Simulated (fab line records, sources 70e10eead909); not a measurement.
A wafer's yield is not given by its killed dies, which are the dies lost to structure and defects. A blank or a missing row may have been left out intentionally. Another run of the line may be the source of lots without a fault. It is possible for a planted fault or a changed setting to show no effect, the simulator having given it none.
Matching of chambers + flow nand_harc + NHARC_A_STAIRCASE_ETCHBACK_157 on rie_diel-12 has 4 sister chambers
The step etches the open film in CH3F/O2, target depth 90 nm, time 167.14 s. 18 wafers are shown with their chamber, then 9 later ones without.

== WAFERS PAIRED WITH THEIR CHAMBERS ==
| wafer  | chamber | showerhead_plenum_p_Torr (Torr) | rf_vpp_V (V) | throttle_valve_pct (%) |
|--------|---------|---------------------------------|--------------|------------------------|
| L074.1 | 1       | 2.42                            | 242.7        | 20.671                 |
| L074.3 | 0       | 2.27                            | 240.9        | 20.655                 |
| L074.6 | 0       | 2.27                            | 242.1        | 20.674                 |
| L075.2 | 2       | 2.34                            | 243.8        | 20.648                 |
| L075.3 | 0       | 2.66                            | 247.7        | 20.657                 |
| L075.4 | 1       | 2.42                            | 243.5        | 20.662                 |
| L085.2 | 2       | 2.33                            | 243.1        | 20.668                 |
| L085.5 | 0       | 2.65                            | 247.6        | 20.655                 |
| L085.6 | 3       | 2.58                            | 246.5        | 20.662                 |
| L087.2 | 3       | 2.58                            | 246.1        | 20.661                 |
| L087.3 | 2       | 2.33                            | 243.1        | 20.665                 |
| L087.4 | 1       | 2.41                            | 245.4        | 20.678                 |
| L089.1 | 3       | 2.58                            | 245.3        | 20.659                 |
| L089.3 | 2       | 2.33                            | 242.7        | 20.653                 |
| L089.4 | 1       | 2.40                            | 243.1        | 20.660                 |
| L088.3 | 2       | 2.33                            | 241.2        | 20.668                 |
| L088.4 | 0       | 2.64                            | 245.8        | 20.667                 |
| L088.6 | 0       | 2.64                            | 246.9        | 20.667                 |

SIGNATURES (means of the wafers above)
| reading                  | chamber 0 | chamber 1 | chamber 2 | chamber 3 | scatter within a chamber |
|--------------------------|-----------|-----------|-----------|-----------|--------------------------|
| showerhead_plenum_p_Torr | 2.5217    | 2.4125    | 2.3320    | 2.5800    | 0.117                    |
| rf_vpp_V                 | 245.167   | 243.675   | 242.780   | 245.967   | 1.93                     |
| throttle_valve_pct       | 20.66250  | 20.66775  | 20.66040  | 20.66067  | 0.0079                   |
Rule: a wafer lies at a distance from a chamber equal to the root of the sum of squares, over the readings, of (its reading less the chamber's mean, divided by the reading's scatter). If the next closest chamber is less than 2 further off than the closest, the wafer can't be placed; otherwise it belongs to the closest. The scatter: take each reading less its chamber's mean, square it, sum over the shown wafers, divide by the number of wafers less the number of chambers, and take the root.

== WAFERS WHOSE CHAMBER IS MISSING ==
| wafer  | showerhead_plenum_p_Torr (Torr) | rf_vpp_V (V) | throttle_valve_pct (%) |
|--------|---------------------------------|--------------|------------------------|
| L095.1 | 2.40                            | 245.4        | 20.666                 |
| L095.4 | 2.32                            | 240.4        | 20.660                 |
| L095.5 | 2.40                            | 243.3        | 20.668                 |
| L094.2 | 2.64                            | 247.3        | 20.652                 |
| L094.5 | 2.32                            | 241.4        | 20.659                 |
| L094.6 | 2.40                            | 244.6        | 20.662                 |
| L096.1 | 2.40                            | 243.9        | 20.664                 |
| L096.5 | 2.64                            | 245.8        | 20.674                 |
| L096.6 | 2.57                            | 245.9        | 20.679                 |

== THE CHAMBER EACH PASSED THROUGH ==
| wafer  | from the rows above               | in truth |
|--------|-----------------------------------|----------|
| L095.1 | can't be placed: 1 or 0 or 2 or 3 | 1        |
| L095.4 | can't be placed: 2 or 1 or 0      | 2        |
| L095.5 | can't be placed: 1 or 2 or 0      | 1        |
| L094.2 | can't be placed: 3 or 0 or 1      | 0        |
| L094.5 | can't be placed: 2 or 1 or 0      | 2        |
| L094.6 | can't be placed: 1 or 0 or 2 or 3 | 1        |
| L096.1 | can't be placed: 1 or 2 or 0 or 3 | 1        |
| L096.5 | can't be placed: 3 or 0 or 1 or 2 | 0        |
| L096.6 | can't be placed: 0 or 1 or 3 or 2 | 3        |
Correctly placed: 0 of 9. Cannot be placed on the basis of these rows: 9; the candidates contain the true chamber in 9. Number placed wrongly: 0.
